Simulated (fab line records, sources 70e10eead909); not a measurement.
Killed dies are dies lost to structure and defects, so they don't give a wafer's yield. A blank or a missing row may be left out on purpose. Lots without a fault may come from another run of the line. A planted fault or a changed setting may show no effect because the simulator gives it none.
A struck lot beside a sound one | flow nand_harc | 13 steps out of a route of 1159
Sound: wafers L522.1, L522.3, L522.5. Struck: wafers L532.1, L532.2, L532.5. The cause comes at the end.
At each step with rows: each side's tool, then ch and its chambers, then its first start. Under that, the readings that differ: sound wafers | struck wafers | difference of the means | sigmas: that difference in standard deviations of wafers without a fault.
alike: readings whose means differ by less than 2 such deviations, and words and numbers that are the same on both sides. not compared: withheld readings, readings that some wafer has no value for, bounds like >300 that may hide the same value, and numbers for which the record gives no deviation and whose values overlap.
The two part at a step that has a row with sigmas, a row that says differs or no value, or rows on one side only. Numbers that don't overlap but have no deviation are shown without sigmas and don't part them. A reading that every wafer of one side lacks parts them only if that side has two wafers or more.

NHARC_A_SLIT_CD_MEAS_21:
  sound on cd_sem-03, day 17 03:27; struck on cd_sem-01, day 19 20:50
  alike: cd_nm
then, 3 steps without rows for these wafers: NHARC_A_SIN_REMOVE_WET_00 (chemistry H3PO4, time 15300 s); NHARC_A_SIN_REMOVE_PRECLEAN_01 (cleans in SC1); NHARC_A_SIN_REMOVE_SRD_02.
NHARC_A_SIN_REMOVE_INSPECT_04:
  sound on defect_inspect-02, day 17 11:09; struck on defect_inspect-02, day 20 04:30
  alike: raw_defect_count
NHARC_A_WL_FILL_ALD_00: deposits Al2O3, target thk 3 nm, pulse time 3 s, ald cycles 30.
  sound on ald_hk-01 ch 0,2, day 17 11:15; struck on ald_hk-03 ch 0,3, day 20 04:34
  alike: heater_power_w, precursor_pulse_height_rel
NHARC_A_WL_FILL_RTA_01: time 5 s.
  sound on rtp_anneal-02 ch 0, day 17 11:29; struck on rtp_anneal-02 ch 0, day 20 04:49
  alike: lamp_power_pct, lamp_zone_2_pct, lamp_zone_6_pct, wafer_temp_C_max
NHARC_A_WL_FILL_ALD_02: deposits TiN, target thk 2 nm, pulse time 3 s, ald cycles 100.
  sound on ald_metal-03 ch 1,3, day 17 11:46; struck on ald_metal-02 ch 0,2,3, day 20 05:07
  alike: heater_power_w, precursor_pulse_height_rel
then, 1 step without rows for these wafers: NHARC_A_WL_FILL_CVD_03 (deposits W, target thk 40 nm, time 3302 s).
NHARC_A_WL_FILL_ETCHBACK_04: etches the open film in NF3, target depth 60 nm, time 120 s.
  sound on rie_metal-01 ch 0,1, day 17 15:52; struck on rie_metal-03 ch 0,1, day 20 15:07
  alike: drypump_motor_current_A, oes_product_au
  not compared: rf_hours_counter_h
NHARC_A_WL_FILL_ETCHBACK_05: etches the open film in Cl2/BCl3, target depth 22 nm, time 60 s.
  sound on rie_metal-01 ch 0,1, day 17 16:05; struck on rie_metal-03 ch 0,1, day 20 15:21
  reading               | sound             | struck            | difference | sigmas
  oes_product_au (a.u.) | 1.001 1.001 0.999 | 0.760 0.756 0.759 | -0.242     | -29
  alike: drypump_motor_current_A, temp_c
  not compared: rf_hours_counter_h
NHARC_A_WL_FILL_STRIP_27: strips in N2/H2, time 20 s.
  sound on plasma_asher-01 ch 0,1, day 17 16:14; struck on plasma_asher-02 ch 0,1, day 20 15:29
  reading            | sound       | struck      | difference | sigmas
  heater_power_w (W) | 320 323 317 | 348 337 356 | +27        | +2
  alike: drypump_motor_current_A, temp_c
  not compared: rf_hours_counter_h
-- the record jumps here: 4 days lie between the struck wafers' starts before and after (it left off in module A_WL_FILL and takes up again in module END, whose first step shown is number 1159 of the route) --
NHARC_END_SORT_01:
  sound on prober-02 ch 0, day 21 14:34; struck on prober-01 ch 0, day 24 17:35
  alike: killed_at_array, killed_at_other, killed_at_periphery, killed_dies, killed_open, killed_short

WHERE THEY PART
First at NHARC_A_WL_FILL_ETCHBACK_05; last, within this record, at NHARC_A_WL_FILL_STRIP_27. Later steps at which nothing parts them and some readings are alike: NHARC_END_SORT_01.

WHY: what the simulator had put in
Process parameter drift: rie_metal-03, from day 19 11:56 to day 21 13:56, at NHARC_A_WL_FILL_ETCHBACK_05. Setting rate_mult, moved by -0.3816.
